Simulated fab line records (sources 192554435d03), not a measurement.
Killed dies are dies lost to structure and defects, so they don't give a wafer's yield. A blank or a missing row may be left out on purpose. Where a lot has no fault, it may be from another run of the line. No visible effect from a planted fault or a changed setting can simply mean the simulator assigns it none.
fab line records    flow n5Finfet
[record] lots = 9  wafers = 25  lastDay = 17
route steps=1938 shown PMOS_HMC_CHANNEL_EPI@87 FIN_SAQP@118 BEOL_M4@1111 PASSIVATION@1936
lots that met no fault: taken from a fault-free run of the same line
startH: start of the lot's first displayed wafer, in hours after the record's first day    waitH: hours from the lot's prior step to this one    " same as the row above    L1.1+2: a single row standing in for several wafers    - either no value or no given start    * or withheld: withheld    < > ~ a bound
route shown NAME@n: a module of which the file shows steps, and the number in the route of the first    usual: the fault-free wafers' mean and standard deviation    same: alike in all rows    chamber/n: place in a boat    sites: per-site readings    _std_site: the standard deviation of these    _edge_site: mean of outer sites minus mean of inner sites    radiusMm: how far each site lies from the wafer's centre    mask NAME#n: copy n    behind: the last tool/chamber to shape the wafer    hold: what put the lot on hold/how long, in hours/how the hold closed    device: the transistor (n, p or np) that didn't switch    end of line: tests of these same wafers at the route's end    for a step that has no rows: nothing shown but its recipe    killed: at the first sort, the dies lost to defects and structure; wafer yield is something else    map: per-die view of a wafer (x killed, . not killed, _ where there is no die)
set.NAME: the setting that was run; set.NAME@STEP: the one run at that earlier step    model.NAME: the simulator's own value behind a step, which no gauge read
the route's steps for a sample of lots (tables are steps, rows are wafers)
services: a tool's chamber out of use, with start hour (startH, from the record's first day; less than 0 if before it), hours out, and reason
[[steps]]
[step N5_PMOS_HMC_CHANNEL_EPI_EPI_26]
[recipe] material = Si  targetThkA = 38  tempC = 650  precursor = SiH4/H2  pressureTorr = 20  timeS = 22.7
[usual] susceptorTempC = 649.98/0.28  throttleValvePct = 11.6/0.57
lot.wafer  tool         chamber  startH  waitH  susceptorTempC  throttleValvePct
L239.3     epiRpcvd-04  0        20.54   0.1    650.29          11.2
L239.4     "            0        "       "      650.18          11.0
L239.5     "            0        "       "      650.12          11.3
L244.4     epiRpcvd-04  0        49.69   0.2    650.03          11.1
L244.5     "            0        "       "      649.87          10.9
L245.1     epiRpcvd-03  0        55.77   0.0    649.81          12.4
L245.3     "            0        "       "      649.84          12.8
L245.5     "            0        "       "      649.64          12.4
L250.1     epiRpcvd-03  0        85.53   0.0    649.95          12.2
L250.6     "            0        "       "      650.12          12.2
L255.2     epiRpcvd-01  0        115.58  0.1    649.55          11.8
L255.5     "            0        "       "      649.62          11.8
L255.6     "            0        "       "      649.72          11.8
L257.2     epiRpcvd-01  0        130.51  0.1    650.34          12.1
L257.3     "            0        "       "      650.17          11.8
L257.5     "            0        "       "      650.09          11.9
L258.3     epiRpcvd-04  0        135.56  0.1    650.00          11.1
L258.5     "            0        "       "      649.55          10.9
L258.6     "            0        "       "      649.81          11.1
L261.3     epiRpcvd-03  0        152.88  0.1    649.94          12.3
L261.5     "            0        "       "      649.91          12.3
L261.6     "            0        "       "      649.77          12.3
L262.1     epiRpcvd-04  0        157.96  0.0    649.78          10.9
L262.2     "            0        "       "      649.58          11.2
L262.6     "            0        "       "      649.34          11.1
[step N5_PMOS_HMC_CHANNEL_EPI_INSPECT_30]
[recipe] inspectInstrument = darkfield  mode = postEpi
[usual] rawDefectCount = 18/6.2
lot.wafer  tool              chamber  startH  waitH  rawDefectCount
L239.3     defectInspect-01  -        20.81   0.0    26
L239.4     "                 -        "       "      14
L239.5     "                 -        "       "      10
L244.4     defectInspect-02  -        49.91   0.0    23
L244.5     "                 -        "       "      21
L245.1     defectInspect-02  -        56.14   0.0    26
L245.3     "                 -        "       "      12
L245.5     "                 -        "       "      7
L250.1     defectInspect-02  -        86.00   0.0    11
L250.6     "                 -        "       "      9
L255.2     defectInspect-01  -        115.90  0.0    21
L255.5     "                 -        "       "      25
L255.6     "                 -        "       "      15
L257.2     defectInspect-01  -        130.83  0.0    23
L257.3     "                 -        "       "      16
L257.5     "                 -        "       "      32
L258.3     defectInspect-01  -        135.83  0.0    11
L258.5     "                 -        "       "      27
L258.6     "                 -        "       "      25
L261.3     defectInspect-01  -        153.15  0.0    17
L261.5     "                 -        "       "      19
L261.6     "                 -        "       "      8
L262.1     defectInspect-02  -        158.43  0.0    19
L262.2     "                 -        "       "      32
L262.6     "                 -        "       "      19
[step N5_FIN_SAQP_HM_OPEN_73]
[recipe] chemistry = CHF3/O2  target = SiO2  stopOn = a-Si  targetDepthA = 120  overEtchFrac = 1.8  maskMaterial = SOC  timeS = 16.8  pressureMtorr = 30  sourceW = 650  biasW = 170  Ar_flow_sccm = 200  CHF3_flow_sccm = 50  O2_flow_sccm = 5  ionEnergyEv = 200  ends = endPoint
[usual] CHF3_flow_sccm = 50.03/0.16  O2_flow_sccm = 5.000/0.016  drypumpMotorCurrentA = 5.4/0.55  oesProductAu = 0.44/0.039  rfVppV = 526/15  showerheadPlenumPTorr = 2.38/0.073  throttleValvePct = 18.80/0.25
lot.wafer  tool        chamber  startH  waitH  CHF3_flow_sccm  O2_flow_sccm  drypumpMotorCurrentA  oesProductAu  rfHoursCounterH  rfVppV  showerheadPlenumPTorr  throttleValvePct
L239.3     rieDiel-01  1        22.77   0.0    49.96           4.999         4.7                   0.45          147              508     2.52                   18.93
L239.4     "           2        "       "      49.74           4.994         6.3                   0.42          196              512     2.38                   18.86
L239.5     "           1        "       "      50.11           4.991         4.7                   0.45          -                507     2.52                   18.93
L244.4     rieDiel-05  3        51.62   0.0    50.31           5.000         4.9                   0.46          140              502     2.33                   18.90
L244.5     "           2        "       "      49.93           5.005         5.2                   0.54          -                528     2.46                   18.36
L245.1     rieDiel-01  2        57.75   0.0    49.94           5.011         6.3                   0.41          206              511     2.38                   18.88
L245.3     "           0        "       "      50.05           5.028         4.9                   0.41          228              548     2.39                   18.93
L245.5     "           0        "       "      50.15           5.010         4.9                   0.41          -                549     2.39                   18.93
L250.1     rieDiel-05  3        88.04   0.0    49.84           5.011         4.9                   0.45          152              502     2.32                   18.90
L250.6     "           0        "       "      49.90           4.987         5.9                   0.40          -                531     2.36                   18.69
L255.2     rieDiel-04  2        118.51  0.0    49.88           5.041         5.3                   0.44          166              507     2.31                   18.53
L255.5     "           1        "       "      49.86           5.026         5.4                   0.41          -                534     2.26                   18.72
L255.6     "           2        "       "      49.86           5.013         5.3                   0.44          -                509     2.31                   18.52
L257.2     rieDiel-01  0        132.45  0.0    -               -             -                     -             -                -       -                      -
L257.3     "           1        "       "      -               -             -                     -             -                -       -                      -
L257.5     "           2        "       "      -               -             -                     -             -                -       -                      -
L258.3     rieDiel-01  3        137.48  0.0    -               -             -                     -             -                -       -                      -
L258.5     "           3        "       "      -               -             -                     -             -                -       -                      -
L258.6     "           2        "       "      -               -             -                     -             -                -       -                      -
L261.3     rieDiel-05  3        154.93  0.0    49.82           5.022         4.9                   0.44          179              503     2.31                   18.96
L261.5     "           3        "       "      50.11           4.997         4.9                   0.44          -                503     2.31                   18.94
L261.6     "           2        "       "      49.98           4.993         5.2                   0.50          -                528     2.45                   18.41
L262.1     rieDiel-05  2        160.11  0.0    49.97           5.004         5.2                   0.50          61               526     2.44                   18.41
L262.2     "           3        "       "      50.12           4.987         4.9                   0.44          181              503     2.31                   18.96
L262.6     "           1        "       "      49.74           4.980         6.4                   0.46          -                531     2.33                   18.94
[step N5_FIN_SAQP_MANDREL_ETCH_22]
[recipe] targetDepthA = 600  chemistry = HBr/Cl2  target = a-Si  stopOn = SiNx  btTimeS = 10  overEtchFrac = 0.5  timeS = 30  pressureMtorr = 10  icpW = 800  biasW = 75  HBr_flow_sccm = 150  Cl2_flow_sccm = 80  ends = endPoint
[usual] HBr_flow_sccm = 150.1/0.43  drypumpMotorCurrentA = 5.94/0.3  oesProductAu = 0.772/0.012  throttleValvePct = 35.6/0.49
lot.wafer  tool      chamber  startH  waitH  HBr_flow_sccm  drypumpMotorCurrentA  oesProductAu  rfHoursCounterH  throttleValvePct
L239.3     rieSi-04  2        22.86   0.0    149.3          5.15                  0.763         1                35.6
L239.4     "         3        "       "      149.2          5.75                  0.768         13               35.5
L239.5     "         0        "       "      149.8          6.37                  0.780         -                36.3
L244.4     rieSi-03  1        51.71   0.0    149.8          5.84                  0.788         93               34.9
L244.5     "         2        "       "      150.5          5.87                  0.768         -                35.0
L245.1     rieSi-03  3        57.84   0.0    149.4          5.80                  0.748         116              35.8
L245.3     "         1        "       "      149.7          5.82                  0.783         93               35.0
L245.5     "         2        "       "      150.1          5.83                  0.772         -                35.0
L250.1     rieSi-03  0        88.12   0.0    150.4          6.21                  0.769         87               36.1
L250.6     "         0        "       "      149.6          6.20                  0.775         -                36.1
L255.2     rieSi-03  3        118.60  0.0    149.9          5.85                  0.758         117              35.7
L255.5     "         2        "       "      151.1          5.88                  0.779         -                35.0
L255.6     "         3        "       "      149.5          5.85                  0.749         -                35.7
L257.2     rieSi-04  2        132.53  0.0    150.3          5.18                  0.308         3                36.6
L257.3     "         1        "       "      149.9          5.86                  0.304         180              36.0
L257.5     "         1        "       "      150.5          5.88                  0.308         -                36.0
L258.3     rieSi-01  3        137.57  0.0    149.6          5.73                  0.313         104              37.4
L258.5     "         2        "       "      150.7          6.55                  0.304         -                36.4
L258.6     "         3        "       "      149.6          5.73                  0.311         -                37.4
L261.3     rieSi-01  1        155.02  0.0    150.5          5.97                  0.789         107              35.3
L261.5     "         1        "       "      149.9          5.92                  0.807         -                35.3
L261.6     "         2        "       "      150.8          6.60                  0.782         -                35.4
L262.1     rieSi-01  1        160.19  0.0    150.6          5.96                  0.777         107              35.4
L262.2     "         0        "       "      150.2          5.87                  0.759         79               35.8
L262.6     "         0        "       "      150.5          5.86                  0.764         -                35.8
[step N5_FIN_SAQP_CD_MEAS_27]
[recipe] targetCdNm = 20  landingEnergyEv = 1000  detector = seInlens  polarity = line
[usual] cdNm = 20.32/0.27
lot.wafer  tool      chamber  startH  waitH  cdNm
L239.3     cdSem-01  0        24.63   0.1    20.57
L239.4     "         0        "       "      20.62
L239.5     "         0        "       "      20.35
L244.4     cdSem-03  0        53.51   0.1    20.46
L244.5     "         0        "       "      20.69
L245.1     cdSem-03  0        59.66   0.1    20.35
L245.3     "         0        "       "      20.79
L245.5     "         0        "       "      20.35
L250.1     cdSem-02  0        90.11   0.1    20.54
L250.6     "         0        "       "      19.88
L255.2     cdSem-02  0        120.75  0.1    20.37
L255.5     "         0        "       "      20.07
L255.6     "         0        "       "      20.40
L257.2     cdSem-01  0        134.28  0.1    -
L257.3     "         0        "       "      -
L257.5     "         0        "       "      -
L258.3     cdSem-01  0        139.29  0.1    -
L258.5     "         0        "       "      -
L258.6     "         0        "       "      -
L261.3     cdSem-01  0        156.85  0.1    19.92
L261.5     "         0        "       "      20.06
L261.6     "         0        "       "      20.42
L262.1     cdSem-01  0        161.92  0.1    19.95
L262.2     "         0        "       "      20.03
L262.6     "         0        "       "      19.86
[step N5_FIN_SAQP_ETCH_65]
[recipe] chemistry = CF4  target = SiO2  targetDepthA = 40  ionEnergyEv = 350  timeS = 4.4  pressureMtorr = 10  icpW = 800  biasW = 400  cf4FlowSccm = 80
[usual] drypumpMotorCurrentA = 5.92/0.29  oesProductAu = 0.998/0.019  throttleValvePct = 21.8/0.35
lot.wafer  tool      chamber  startH  waitH  drypumpMotorCurrentA  oesProductAu  rfHoursCounterH  throttleValvePct
L239.3     rieSi-03  0        24.88   0.1    6.19                  1.004         86               22.1
L239.4     "         1        "       "      5.83                  0.984         93               21.1
L239.5     "         3        "       "      5.85                  0.971         -                21.9
L244.4     rieSi-04  1        53.66   0.1    5.86                  0.998         178              21.9
L244.5     "         1        "       "      5.87                  0.999         -                21.9
L245.1     rieSi-03  3        59.82   0.1    5.86                  0.988         116              21.9
L245.3     "         2        "       "      5.85                  0.981         152              21.7
L245.5     "         1        "       "      5.81                  0.989         -                21.2
L250.1     rieSi-03  0        90.49   0.1    6.20                  1.015         87               22.1
L250.6     "         1        "       "      5.82                  0.987         -                21.1
L255.2     rieSi-03  1        120.97  0.1    5.83                  0.981         94               21.1
L255.5     "         2        "       "      5.83                  0.991         -                21.7
L255.6     "         3        "       "      5.81                  0.981         -                21.9
L257.2     rieSi-01  3        134.43  0.1    5.74                  1.039         104              22.5
L257.3     "         2        "       "      6.59                  1.019         127              21.8
L257.5     "         2        "       "      6.57                  1.016         -                21.7
L258.3     rieSi-01  3        139.44  0.1    5.71                  1.033         104              22.5
L258.5     "         3        "       "      5.70                  1.027         -                22.5
L258.6     "         0        "       "      5.82                  1.027         -                22.2
L261.3     rieSi-04  2        157.00  0.1    5.19                  0.973         3                21.8
L261.5     "         0        "       "      6.35                  1.027         -                22.1
L261.6     "         1        "       "      5.82                  0.985         -                21.9
L262.1     rieSi-03  0        162.08  0.1    6.18                  1.003         89               22.1
L262.2     "         2        "       "      5.85                  0.986         155              21.7
L262.6     "         1        "       "      5.82                  0.998         -                21.2
[step N5_BEOL_M4_RC_MEAS_101]
[usual] DIBL_N = 36.8/2.2  DIBL_P = 37.1/2.8  IOFF_N = 0.17/0.04  IOFF_P = 0.22/0.049  ION_N = 672/16  ION_P = 460/9.2  SS_N = 71.6/0.69  SS_P = 73.5/0.78  VT_N = 249/3.6  VT_P = -250/3.9
lot.wafer  tool       chamber  startH  waitH  DIBL_N[mV/V]  DIBL_P[mV/V]  IOFF_N[nA/um]  IOFF_P[nA/um]  ION_N[uA/um]  ION_P[uA/um]  SS_N[mV/dec]  SS_P[mV/dec]  VT_N[mV]  VT_P[mV]
L239.3     prober-01  0        158.88  0.3    34.6          32.9          0.13           0.15           677           457           71.2          72.6          251       -253
L239.4     "          0        "       "      39.5          37.6          0.21           0.21           667           451           72.4          74.0          249       -253
L239.5     "          0        "       "      40.4          38.7          0.24           0.22           674           450           72.4          73.6          247       -254
L245.1     prober-02  0        186.90  0.0    30.5          28.5          0.08           0.11           647           444           70.0          72.0          257       -259
L245.3     "          0        "       "      38.6          40.2          0.21           0.25           664           456           72.3          74.9          248       -253
L245.5     "          0        "       "      37.9          38.6          0.20           0.22           683           463           72.4          74.4          248       -251
L244.4     prober-02  0        197.07  0.5    36.1          34.9          0.16           0.19           670           455           70.3          73.5          245       -252
L244.5     "          0        "       "      37.4          35.9          0.16           0.20           672           454           71.9          73.1          251       -250
L250.1     prober-01  0        226.17  0.0    32.9          31.9          0.10           0.13           647           440           70.6          71.9          260       -257
L250.6     "          0        "       "      37.9          39.1          0.19           0.24           674           455           71.9          74.7          247       -251
L255.2     prober-02  0        260.96  0.2    38.9          41.8          0.22           0.27           699           471           72.3          74.2          248       -247
L255.5     "          0        "       "      35.0          36.9          0.15           0.19           680           470           71.7          73.0          249       -248
L255.6     "          0        "       "      36.6          38.8          0.17           0.22           678           462           72.0          73.4          248       -247
L261.3     prober-02  0        303.15  0.3    34.2          34.1          0.13           0.16           643           441           72.1          72.9          254       -256
L261.5     "          0        "       "      34.4          35.3          0.13           0.18           671           459           71.4          73.7          253       -255
L261.6     "          0        "       "      36.8          37.6          0.17           0.21           685           456           72.5          74.1          248       -252
L262.1     prober-01  0        304.53  0.0    37.5          38.1          0.20           0.27           678           460           72.5          73.3          244       -244
L262.2     "          0        "       "      37.0          37.6          0.18           0.27           678           468           71.6          73.6          248       -244
L262.6     "          0        "       "      37.4          38.8          0.21           0.29           691           465           72.0          72.6          245       -242
[step N5_PASSIVATION_PROBE_49]
[usual] killed_at_M0_to_M3 = 35/11  killed_at_M4_up = 13/5.7  killedAtContacts = 12/5.7  killedAtFrontEnd = 40/11  killedAtOther = 4/4.4  killedDies = 105/18  killedOnRim = 14/3.9  killedOpen = 68/14  killedShort = 34/7.4
[same] grossDies = 1180  killedAtBackSide = 0
lot.wafer  tool       chamber  startH  waitH  killed_at_M0_to_M3  killed_at_M4_up  killedAtContacts  killedAtFrontEnd  killedAtOther  killedDies  killedOnRim  killedOpen  killedShort
L255.5     prober-02  -        367.79  0.2    34                  13               9                 67                0              123         17           73          41
L255.6     prober-02  -        367.84  0.3    27                  10               22                32                0              91          12           57          34
L257.2     prober-01  -        383.15  0.1    36                  17               28                1098              1              1180        152          79          36
L257.3     prober-01  -        383.20  0.1    28                  14               9                 1128              1              1180        152          57          29
L257.5     prober-01  -        383.30  0.2    29                  9                9                 1131              2              1180        152          60          33
L258.3     prober-01  -        391.98  0.1    54                  18               14                1094              0              1180        152          71          45
L258.5     prober-01  -        392.08  0.2    60                  11               18                1089              2              1180        152          69          42
L258.6     prober-01  -        392.13  0.3    56                  13               9                 1101              1              1180        152          67          39
L262.1     prober-02  -        405.36  0.0    26                  10               12                49                6              103         15           61          31
L262.2     prober-02  -        405.41  0.1    41                  5                16                27                0              89          8            68          21
L262.6     prober-02  -        405.61  0.3    32                  9                21                47                4              113         14           68          39
// killed by level:class
L255.5 FIN_SAQP:geometricParticle:short=14 BEOL_M1:geometricParticle:open=13 FIN_SAQP:geometricParticle:open=12 HKMG_FIN:areaEtch=9 GATE_CUT:geometricParticle:short=8 STI_FIN_REVEAL:geometricParticle:open=7 MOL_CONTACT_COAG:geometricParticle:open=7 BEOL_M4:geometricParticle:open=7
L255.6 FIN_SAQP:geometricParticle:short=18 MOL_CONTACT_COAG:geometricParticle:open=17 BEOL_M1:geometricParticle:open=8 FIN_SAQP:geometricParticle:open=7 BEOL_M0_SAQP:geometricParticle:open=6 MOL_CONTACT_COAG:geometricParticle:short=5 BEOL_M0_SAQP:geometricParticle:short=4 BEOL_M4:geometricParticle:open=4
L257.2 FIN_SAQP:areaOpen=1063 MOL_CONTACT_COAG:geometricParticle:open=21 BEOL_M0_SAQP:geometricParticle:short=11 BEOL_M4:geometricParticle:open=10 BEOL_M1:geometricParticle:open=9 BEOL_M0_SAQP:geometricParticle:open=8 FIN_SAQP:geometricParticle:short=7 FIN_SAQP:geometricParticle:open=7
L257.3 FIN_SAQP:areaOpen=1092 BEOL_M0_SAQP:geometricParticle:open=11 FIN_SAQP:geometricParticle:open=7 FIN_SAQP:geometricParticle:short=7 MOL_CONTACT_COAG:geometricParticle:open=7 BEOL_M2:geometricParticle:open=7 STARTING-WAFER:geometricParticle:open=6 BEOL_M0_SAQP:geometricParticle:short=5
L257.5 FIN_SAQP:areaOpen=1087 FIN_SAQP:geometricParticle:short=8 BEOL_M0_SAQP:geometricParticle:open=8 FIN_SAQP:geometricParticle:open=7 STI_FIN_REVEAL:geometricParticle:open=7 MOL_CONTACT_COAG:geometricParticle:open=7 BEOL_M0_SAQP:geometricParticle:short=6 BEOL_M2:geometricParticle:open=5
L258.3 FIN_SAQP:areaOpen=1063 BEOL_M0_SAQP:geometricParticle:short=14 BEOL_M0_SAQP:geometricParticle:open=14 MOL_CONTACT_COAG:geometricParticle:open=10 BEOL_M1:geometricParticle:open=8 BEOL_M3:geometricParticle:open=7 BEOL_M4:geometricParticle:open=6 BEOL_M2:geometricParticle:open=6
L258.5 FIN_SAQP:areaOpen=1069 BEOL_M0_SAQP:geometricParticle:short=20 BEOL_M0_SAQP:geometricParticle:open=19 MOL_CONTACT_COAG:geometricParticle:open=15 BEOL_M2:geometricParticle:open=9 BEOL_M1:geometricParticle:open=4 BEOL_M4:geometricParticle:short=4 FIN_SAQP:geometricParticle:short=3
L258.6 FIN_SAQP:areaOpen=1074 BEOL_M3:geometricParticle:open=16 BEOL_M0_SAQP:geometricParticle:open=16 BEOL_M0_SAQP:geometricParticle:short=12 MOL_CONTACT_COAG:geometricParticle:open=8 BEOL_M4:geometricParticle:short=8 STI_FIN_REVEAL:geometricParticle:open=6 FIN_SAQP:geometricParticle:short=5
L262.1 BEOL_M3:geometricParticle:open=13 STI_FIN_REVEAL:geometricParticle:open=12 FIN_SAQP:geometricParticle:open=8 FIN_SAQP:geometricParticle:short=8 MOL_CONTACT_COAG:geometricParticle:open=8 HKMG_FIN:areaEtch=8 BEOL_M2:geometricParticle:open=5 GATE_CUT:geometricParticle:short=4
L262.2 BEOL_M3:geometricParticle:open=17 MOL_CONTACT_COAG:geometricParticle:open=10 FIN_SAQP:geometricParticle:open=8 MOL_CONTACT_COAG:geometricParticle:short=6 BEOL_M1:geometricParticle:open=6 STI_FIN_REVEAL:geometricParticle:open=5 BEOL_M2:geometricParticle:open=5 BEOL_M3:geometricParticle:short=5
L262.6 MOL_CONTACT_COAG:geometricParticle:open=14 BEOL_M3:geometricParticle:open=11 FIN_SAQP:geometricParticle:open=7 MOL_CONTACT_COAG:geometricParticle:short=7 BEOL_M2:geometricParticle:open=7 GATE_CUT:geometricParticle:short=6 GATE_CUT:geometricParticle:open=6 BEOL_M1:geometricParticle:open=6
[[services]]
tool        chamber  startH  hours  kind
rieSi-04    -        -0.08   0.4    repair
rieDiel-05  2        8.48    9.6    repair
rieDiel-01  -        10.68   2.8    pm
rieDiel-05  0        12.06   4.0    repair
rieDiel-05  1        39.10   2.4    repair
rieSi-03    0        66.87   4.5    repair
rieDiel-05  -        71.46   0.8    repair
rieSi-01    -        82.68   14.6   pm
rieDiel-01  -        102.19  4.3    pm
rieDiel-01  2        107.31  5.2    repair
rieSi-03    2        112.81  2.1    repair
rieDiel-05  0        119.05  -      clean
rieDiel-05  0        119.05  -      consumableReplace:focusRing
rieDiel-05  0        119.05  23.4   scheduledDown
rieDiel-05  0        119.05  23.4   ventCycle
rieDiel-05  2        120.99  4.6    repair
rieDiel-01  0        141.86  -      clean
rieDiel-01  0        141.86  -      consumableReplace:focusRing
rieDiel-01  0        141.86  13.6   scheduledDown
rieDiel-01  0        141.86  13.6   ventCycle
rieDiel-04  1        152.74  6.5    repair
[[key]]
[firstSign] step = N5_FIN_SAQP_HM_OPEN_73  reading = toolRecord  direction = missing
[effect] step = N5_FIN_SAQP_MANDREL_ETCH_22  reading = oesProductAu  direction = down  sigmas = 38  usual = 0.772  struck = 0.308
[effect] step = N5_FIN_SAQP_CD_MEAS_27  reading = cdNm  direction = missing
[effect] step = N5_PASSIVATION_PROBE_49  reading = killedAtFrontEnd  direction = up  sigmas = 97  usual = 40  struck = 1107
[moreKillsBornAt] N5_FIN_SAQP_HM_OPEN_73@rieDiel-01 = 6448
metAt N5_FIN_SAQP_HM_OPEN_73
struckLots L257,L258
laterRowsLeftOut L257.2,L257.3,L257.5,L258.3,L258.5,L258.6
testerLeftOut L257,L258
notActingAt N5_PMOS_HMC_CHANNEL_EPI_EPI_26,N5_PMOS_HMC_CHANNEL_EPI_INSPECT_30,N5_FIN_SAQP_ETCH_65
onsetBetween 57.75 132.45
[fault] kind = skippedStepWhole  tool = rieDiel-01  chamber = -  onsetH = 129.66  steps = N5_FIN_SAQP_HM_OPEN_73  scope = struckLotsOnly
// testerLeftOut: of these lots the tester's yield and bins aren't shown, on N5 and GAA mostly nor the transistor test; their killed dies are dies lost to structure and defects alone, not to doping, threshold or leakage, so they don't give the yield
// laterRowsLeftOut: the simulator's readings of these wafers behind a module that went badly wrong aren't trusted and aren't shown, but for the sort
